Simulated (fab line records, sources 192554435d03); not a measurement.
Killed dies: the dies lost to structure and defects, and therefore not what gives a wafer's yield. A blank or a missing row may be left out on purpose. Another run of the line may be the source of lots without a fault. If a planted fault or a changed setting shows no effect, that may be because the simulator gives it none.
Lot-split experiment :: flow n5 finfet :: 39 wafers read across 7 lots, on a route 1938 steps long

SPLIT DETAILS
At N5_BEOL_M10_DEVELOP_27 (develop time 30 s), the setting develop time s was moved away from the recipe's 30 s on 15 of the 39 wafers read, by -34.2% to +48.1%. The other wafers ran this setting at the recipe's value.

Split to reading: the file shows no intervening step.

THE READING
Shown in nm: cd nm at N5_BEOL_M10_CD_MEAS_28, with target cd 70 nm. A value of 70.2 nm with a standard deviation of 0.69 nm is what fault-free wafers of this fab line usually give.

wafer: L075.1
tool, chamber at the split: litho track-04, 0
develop time s as run, s: 30
against the recipe: recipe
cd nm, nm: 70.5
against lot-mates on the recipe: -

wafer: L075.2
tool, chamber at the split: litho track-04, 0
develop time s as run, s: 30
against the recipe: recipe
cd nm, nm: 70.0
against lot-mates on the recipe: -

wafer: L075.3
tool, chamber at the split: litho track-04, 0
develop time s as run, s: 22.06
against the recipe: -26.5%
cd nm, nm: 69.0
against lot-mates on the recipe: -1.2

wafer: L075.4
tool, chamber at the split: litho track-04, 0
develop time s as run, s: 30
against the recipe: recipe
cd nm, nm: 70.1
against lot-mates on the recipe: -

wafer: L075.5
tool, chamber at the split: litho track-04, 0
develop time s as run, s: 22.06
against the recipe: -26.5%
cd nm, nm: 68.3
against lot-mates on the recipe: -1.9

wafer: L075.6
tool, chamber at the split: litho track-04, 0
develop time s as run, s: 22.06
against the recipe: -26.5%
cd nm, nm: 68.7
against lot-mates on the recipe: -1.5

wafer: L081.1
tool, chamber at the split: litho track-03, 0
develop time s as run, s: 30
against the recipe: recipe
cd nm, nm: 69.8
against lot-mates on the recipe: -

wafer: L081.5
tool, chamber at the split: litho track-03, 0
develop time s as run, s: 30
against the recipe: recipe
cd nm, nm: 70.0
against lot-mates on the recipe: -

wafer: L081.6
tool, chamber at the split: litho track-03, 0
develop time s as run, s: 30
against the recipe: recipe
cd nm, nm: 69.8
against lot-mates on the recipe: -

wafer: L090.1
tool, chamber at the split: litho track-02, 0
develop time s as run, s: 38.45
against the recipe: +28.2%
cd nm, nm: 72.1
against lot-mates on the recipe: +1.6

wafer: L090.2
tool, chamber at the split: litho track-02, 0
develop time s as run, s: 30
against the recipe: recipe
cd nm, nm: 69.9
against lot-mates on the recipe: -

wafer: L090.3
tool, chamber at the split: litho track-02, 0
develop time s as run, s: 38.45
against the recipe: +28.2%
cd nm, nm: 71.8
against lot-mates on the recipe: +1.3

wafer: L090.4
tool, chamber at the split: litho track-02, 0
develop time s as run, s: 38.45
against the recipe: +28.2%
cd nm, nm: 73.0
against lot-mates on the recipe: +2.5

wafer: L090.5
tool, chamber at the split: litho track-02, 0
develop time s as run, s: 30
against the recipe: recipe
cd nm, nm: 70.5
against lot-mates on the recipe: -

wafer: L090.6
tool, chamber at the split: litho track-02, 0
develop time s as run, s: 30
against the recipe: recipe
cd nm, nm: 71.0
against lot-mates on the recipe: -

wafer: L092.1
tool, chamber at the split: litho track-03, 0
develop time s as run, s: 30
against the recipe: recipe
cd nm, nm: 70.1
against lot-mates on the recipe: -

wafer: L092.2
tool, chamber at the split: litho track-03, 0
develop time s as run, s: 44.43
against the recipe: +48.1%
cd nm, nm: 72.1
against lot-mates on the recipe: +2.3

wafer: L092.3
tool, chamber at the split: litho track-03, 0
develop time s as run, s: 30
against the recipe: recipe
cd nm, nm: 69.2
against lot-mates on the recipe: -

wafer: L092.4
tool, chamber at the split: litho track-03, 0
develop time s as run, s: 44.43
against the recipe: +48.1%
cd nm, nm: 73.4
against lot-mates on the recipe: +3.6

wafer: L092.5
tool, chamber at the split: litho track-03, 0
develop time s as run, s: 44.43
against the recipe: +48.1%
cd nm, nm: 72.6
against lot-mates on the recipe: +2.8

wafer: L092.6
tool, chamber at the split: litho track-03, 0
develop time s as run, s: 30
against the recipe: recipe
cd nm, nm: 70.2
against lot-mates on the recipe: -

wafer: L095.1
tool, chamber at the split: litho track-02, 0
develop time s as run, s: 24.2
against the recipe: -19.3%
cd nm, nm: 68.7
against lot-mates on the recipe: -1.5

wafer: L095.2
tool, chamber at the split: litho track-02, 0
develop time s as run, s: 30
against the recipe: recipe
cd nm, nm: 70.4
against lot-mates on the recipe: -

wafer: L095.3
tool, chamber at the split: litho track-02, 0
develop time s as run, s: 24.2
against the recipe: -19.3%
cd nm, nm: 68.9
against lot-mates on the recipe: -1.3

wafer: L095.4
tool, chamber at the split: litho track-02, 0
develop time s as run, s: 30
against the recipe: recipe
cd nm, nm: 70.2
against lot-mates on the recipe: -

wafer: L095.5
tool, chamber at the split: litho track-02, 0
develop time s as run, s: 24.2
against the recipe: -19.3%
cd nm, nm: 68.5
against lot-mates on the recipe: -1.7

wafer: L095.6
tool, chamber at the split: litho track-02, 0
develop time s as run, s: 30
against the recipe: recipe
cd nm, nm: 70.1
against lot-mates on the recipe: -

wafer: L094.1
tool, chamber at the split: litho track-03, 0
develop time s as run, s: 19.75
against the recipe: -34.2%
cd nm, nm: 68.5
against lot-mates on the recipe: -2.2

wafer: L094.2
tool, chamber at the split: litho track-03, 0
develop time s as run, s: 30
against the recipe: recipe
cd nm, nm: 70.5
against lot-mates on the recipe: -

wafer: L094.3
tool, chamber at the split: litho track-03, 0
develop time s as run, s: 19.75
against the recipe: -34.2%
cd nm, nm: 67.8
against lot-mates on the recipe: -2.9

wafer: L094.4
tool, chamber at the split: litho track-03, 0
develop time s as run, s: 19.75
against the recipe: -34.2%
cd nm, nm: 68.6
against lot-mates on the recipe: -2.1

wafer: L094.5
tool, chamber at the split: litho track-03, 0
develop time s as run, s: 30
against the recipe: recipe
cd nm, nm: 70.3
against lot-mates on the recipe: -

wafer: L094.6
tool, chamber at the split: litho track-03, 0
develop time s as run, s: 30
against the recipe: recipe
cd nm, nm: 71.4
against lot-mates on the recipe: -

wafer: L096.1
tool, chamber at the split: litho track-04, 0
develop time s as run, s: 30
against the recipe: recipe
cd nm, nm: 69.9
against lot-mates on the recipe: -

wafer: L096.2
tool, chamber at the split: litho track-04, 0
develop time s as run, s: 30
against the recipe: recipe
cd nm, nm: 70.3
against lot-mates on the recipe: -

wafer: L096.3
tool, chamber at the split: litho track-04, 0
develop time s as run, s: 30
against the recipe: recipe
cd nm, nm: 70.3
against lot-mates on the recipe: -

wafer: L096.4
tool, chamber at the split: litho track-04, 0
develop time s as run, s: 30
against the recipe: recipe
cd nm, nm: 70.1
against lot-mates on the recipe: -

wafer: L096.5
tool, chamber at the split: litho track-04, 0
develop time s as run, s: 30
against the recipe: recipe
cd nm, nm: 69.7
against lot-mates on the recipe: -

wafer: L096.6
tool, chamber at the split: litho track-04, 0
develop time s as run, s: 30
against the recipe: recipe
cd nm, nm: 69.3
against lot-mates on the recipe: -

FIT RESULTS
A straight line over all 39 wafers: cd nm changes by +0.0587 nm for each +1% of develop time s; r = +0.93; the points scatter about the line by 0.49 nm.
The same after taking each lot's own level away (the mean of its wafers on the recipe; 39 wafers): +0.0641 nm for each +1%; r = +0.96; scatter 0.4 nm.
Per that fit: largest develop time s move, reading shift of 3.1 nm.
Across the lots, their own levels run from 69.83 to 70.73 nm, a range of 1.3 times the standard deviation given above.
Consequently the slope shifts little with the lot-to-lot level, the two slopes agreeing.
Check: for one of the wafers moved furthest among these (+48.1%), held out of the fit, the line's prediction against its lot-mates is +3.2 nm. Against them it came out at +2.27 nm.

FILE'S OWN FIT
cd nm changes by +0.0641 nm for each +1% of develop time s, r = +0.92.
